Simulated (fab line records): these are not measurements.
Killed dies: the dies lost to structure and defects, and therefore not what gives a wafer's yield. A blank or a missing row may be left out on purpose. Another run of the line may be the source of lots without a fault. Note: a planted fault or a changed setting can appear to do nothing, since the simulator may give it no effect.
Split-lot experiment    flow n5Finfet    on a route of 1938 steps: 7 lots, 21 wafers read

THE SPLIT
At N5_BEOL_M13_ETCH_68 (etches SOC in N2/H2, time 355 s), the setting timeS was moved away from the recipe's 355 s on 11 of the 21 wafers read, by -18.2% to +21.7%. The other wafers ran this setting at the recipe's value.

Reading taken at the split's own step.

THE READING
SiARC_of_BEOL_M13_COAT_66.thkNm (the simulator's own value, which no gauge read), in nm, at N5_BEOL_M13_ETCH_68 (etches SOC in N2/H2, time 355 s). The file gives no usual value for it. Across the 10 wafers here that went through the recipe, the average is 77.2 nm and the standard deviation 0.86 nm.

wafer   tool, chamber at the split  timeS as run, s  against the recipe  SiARC_of_BEOL_M13_COAT_66.thkNm, nm  against lot-mates on the recipe
L074.1  rieDiel-06, 1               355              recipe              77.8                                 -
L074.4  rieDiel-06, 0               400.2            +12.7%              73.2                                 -4.6
L074.6  rieDiel-06, 3               400.2            +12.7%              72.6                                 -5.2
L077.1  rieDiel-05, 3               404.6            +14.0%              73.8                                 -4.6
L077.3  rieDiel-05, 1               404.6            +14.0%              72.6                                 -5.8
L077.5  rieDiel-05, 3               355              recipe              78.4                                 -
L079.1  rieDiel-01, 3               355              recipe              76.4                                 -
L079.3  rieDiel-01, 1               290.5            -18.2%              83.2                                 +6.8
L079.4  rieDiel-01, 0               290.5            -18.2%              81.6                                 +5.2
L081.1  rieDiel-06, 0               432.2            +21.7%              70.2                                 -7.6
L081.3  rieDiel-06, 3               355              recipe              77.8                                 -
L081.6  rieDiel-06, 2               432.2            +21.7%              69.8                                 -8.0
L087.1  rieDiel-01, 0               401.8            +13.2%              73.2                                 -4.8
L087.2  rieDiel-01, 2               355              recipe              78                                   -
L087.3  rieDiel-01, 3               401.8            +13.2%              73.4                                 -4.6
L088.2  rieDiel-05, 3               355              recipe              75.8                                 -
L088.3  rieDiel-05, 0               355              recipe              76.6                                 -
L088.6  rieDiel-05, 2               355              recipe              76                                   -
L092.1  rieDiel-06, 0               355              recipe              77.2                                 -
L092.5  rieDiel-06, 2               303.2            -14.6%              81.8                                 +4.4
L092.6  rieDiel-06, 3               355              recipe              77.6                                 -

THE FIT
A straight line over all 21 wafers: SiARC_of_BEOL_M13_COAT_66.thkNm changes by -0.308 nm for each +1% of timeS; r = -0.98; the points scatter about the line by 0.75 nm.
The same after taking each lot's own level away (the mean of its wafers on the recipe; 21 wafers): -0.348 nm for each +1%; r = -0.99; scatter 0.43 nm.
According to that fit, moving timeS by its largest amount changes the reading by 7.6 nm.
The span of the lots' own levels, 76.13 to 78.40 nm, comes to 2.6 times the standard deviation stated above.
Thus the slope moves with the lot-to-lot level: the two fits are different.
Check: with one of the wafers moved furthest among these (+21.7%) left out of the fit, the line predicts -7.77 nm for it against its lot-mates. Against them it came out at -7.6 nm.

OTHER SPLITS APPLIED TO THESE WAFERS
Before the reading, these wafers also passed through other splits. Each is held against what the fit with the lots' levels taken away leaves over:
other split on the same wafers    wafers away from the commonest value  r with SiARC_of_BEOL_M13_COAT_66.thkNm (lot level and that fit taken away)
N5_BEOL_M11_EXPOSE_08 doseMj      5                                     -0.35
N5_BEOL_M11_ETCH_66 timeS         4                                     +0.43
N5_BEOL_M11_TRENCH_ETCH_37 biasW  7                                     +0.04

FILE'S OWN FIT
SiARC_of_BEOL_M13_COAT_66.thkNm changes by -0.349 nm for each +1% of timeS, r = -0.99.
